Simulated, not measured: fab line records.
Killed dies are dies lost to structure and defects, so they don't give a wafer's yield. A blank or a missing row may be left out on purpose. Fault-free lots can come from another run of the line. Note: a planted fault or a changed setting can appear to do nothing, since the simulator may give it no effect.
Struck lot and sound lot, side by side :: flow nand_harc :: 24 out of 1302 route steps
Sound: these wafers, L150.3, L150.4, L150.6. Wafers L153.1, L153.2, L153.3 were the ones struck. The cause is named last.
For every step that has rows: the tool of each side, followed by ch and its chambers, followed by its first start. Under that, the readings that differ: sound wafers :: struck wafers :: difference of the means :: sigmas: that difference in standard deviations of wafers without a fault.
alike: a reading whose means differ by less than 2 such deviations, as well as words and numbers matching on both sides. not compared: withheld readings; readings where some wafer has no value; bounds like >300 that might hide an equal value; numbers whose values overlap and for which the record gives no deviation.
A row with sigmas, a row that says differs or no value, or rows on one side alone: a step with any of these is where the two part. Numbers that have no deviation but don't overlap get no sigmas and don't part them. Lack of a reading on every wafer of one side parts them only where that side has two or more wafers.

first, 1 step without rows for these wafers: NHARC_P_M1_SRD_25.
NHARC_P_M1_INSPECT_27:
  sound on defect_inspect-01, day 9 20:48; struck on defect_inspect-02, day 10 23:43
  alike: raw_defect_count
NHARC_P_M1_PRE_CLEAN_32: time 12 s.
  sound on pecvd-03 ch 0,2, day 9 20:52; struck on pecvd-04 ch 0,1,2, day 10 23:46
reading: heater_power_w (W)
sound: 536 551 536
struck: 762 805 654
difference: +199
sigmas: +2
NHARC_P_M1_DEP_33: deposits SiCN, target thk 30 nm.
  sound on pecvd-03 ch 0,2, day 9 20:57; struck on pecvd-04 ch 0,1,2, day 10 23:51
  alike: heater_power_w, showerhead_vpp_V
then, 7 steps without rows for these wafers: NHARC_P_M2_DEP_00 (deposits SiOC, target thk 182.5 nm); NHARC_P_M2_DEHYDRATE_01 (time 120 s); NHARC_P_M2_HMDS_02 (time 30 s); NHARC_P_M2_COAT_34 (time 65 s); NHARC_P_M2_COAT_03 (resist thk 90 nm); NHARC_P_M2_SOFTBAKE_04 (time 55 s); NHARC_P_M2_EBR_05.
NHARC_P_M2_EXPOSE_06: exposes mask P M2, target cd 170 nm.
  sound on arfi_scanner-02 ch 0, day 9 22:03; struck on arfi_scanner-02 ch 0, day 11 00:49
reading: exposure_dose_mJ_cm2
sound: 80.83 80.77 80.64
struck: 125.13 125.02 125.16
difference: +44.36
sigmas: +99 or more
  alike: mask, stage_vel_mm_s
then, 2 steps without rows for these wafers: NHARC_P_M2_PEB_07 (peb time 65 s); NHARC_P_M2_DEVELOP_08 (develop time 35 s).
NHARC_P_M2_CD_MEAS_09: target cd 170 nm.
  sound on cd_sem-02 ch 0, day 9 22:11; struck on cd_sem-01 ch 0, day 11 00:57
reading: cd_nm (nm)
sound: 170.3 171.5 171.8
struck: 195.0 195.4 194.4
difference: +23.7
sigmas: +32
NHARC_P_M2_OVL_MEAS_10: pitch 340 nm.
  sound on overlay-02, day 9 22:16; struck on overlay-01, day 11 01:02
  alike: overlay_x_nm, overlay_y_nm
NHARC_P_M2_INSPECT_11:
  sound on defect_inspect-02, day 9 22:18; struck on defect_inspect-02, day 11 01:05
  alike: raw_defect_count
NHARC_P_M2_DESCUM_14: chemistry O2, time 3 s.
  sound on rie_diel-05 ch 0,1,2, day 9 22:23; struck on rie_diel-05 ch 0,2,3, day 11 01:08
reading: model.P_M2.cd_nm (nm)
sound: 169 171.2 171
struck: 195.2 196.5 193.9
difference: +24.8
sigmas: 
  alike: drypump_motor_current_A, oes_product_au, rf_vpp_V, showerhead_plenum_p_Torr, throttle_valve_pct
  not compared: rf_hours_counter_h
NHARC_P_M2_ETCH_35: etches the open film in N2/H2, target depth 40 nm, overetch 12 nm, time 43.94 s.
  sound on rie_diel-05 ch 0,2,3, day 9 22:28; struck on rie_diel-05 ch 0,1,3, day 11 01:13
  alike: drypump_motor_current_A, h2_flow_sccm, oes_product_au, rf_vpp_V, showerhead_plenum_p_Torr, throttle_valve_pct
  not compared: rf_hours_counter_h
NHARC_P_M2_ETCH_15: etches the open film in C4F8/Ar, target depth 182.5 nm, time 91.2 s.
  sound on rie_diel-05 ch 1,2,3; struck on rie_diel-05 ch 0,1,2
reading: oes_product_au (a.u.)
sound: 0.909 0.935 0.920
struck: 0.981 0.960 0.995
difference: +0.057
sigmas: +2
  alike: rf_vpp_V
  not compared: rf_hours_counter_h
NHARC_P_M2_CD_MEAS_16:
  sound on cd_sem-03, day 9 22:41; struck on cd_sem-02, day 11 01:26
reading: cd_nm (nm)
sound: 168.4 171.3 170.7
struck: 194.8 196.8 193.2
difference: +24.8
sigmas: +23
NHARC_P_M2_STRIP_18: strips in N2/H2.
  sound on rie_diel-10 ch 1,2, day 9 22:44; struck on rie_diel-02 ch 0,1,2, day 11 01:32
  alike: drypump_motor_current_A, h2_flow_sccm, oes_product_au, rf_vpp_V, showerhead_plenum_p_Torr, throttle_valve_pct
  not compared: rf_hours_counter_h
NHARC_P_M2_ETCH_28: etches the open film in CF4/N2, target depth 30 nm, time 72.99 s.
  sound on rie_diel-10 ch 1,3; struck on rie_diel-02 ch 0,2,3
reading: throttle_valve_pct (%)
sound: 19.780 19.780 19.784
struck: 19.795 19.807 19.807
difference: +0.022
sigmas: +2

reading: model.P_M2.cd_nm (nm)
sound: 169.1 171.6 170.9
struck: 195.4 196.1 193.5
difference: +24.5
sigmas: 
  alike: drypump_motor_current_A, oes_product_au, rf_vpp_V, showerhead_plenum_p_Torr
  not compared: rf_hours_counter_h
then, 1 step without rows for these wafers: NHARC_P_M2_STRIP_19 (strips in post etch residue remover, time 600 s).

== WHERE THEY PART ==
Last at NHARC_P_M2_ETCH_28 as far as this record goes, first at NHARC_P_M1_PRE_CLEAN_32.

WHY: what the simulator had put in
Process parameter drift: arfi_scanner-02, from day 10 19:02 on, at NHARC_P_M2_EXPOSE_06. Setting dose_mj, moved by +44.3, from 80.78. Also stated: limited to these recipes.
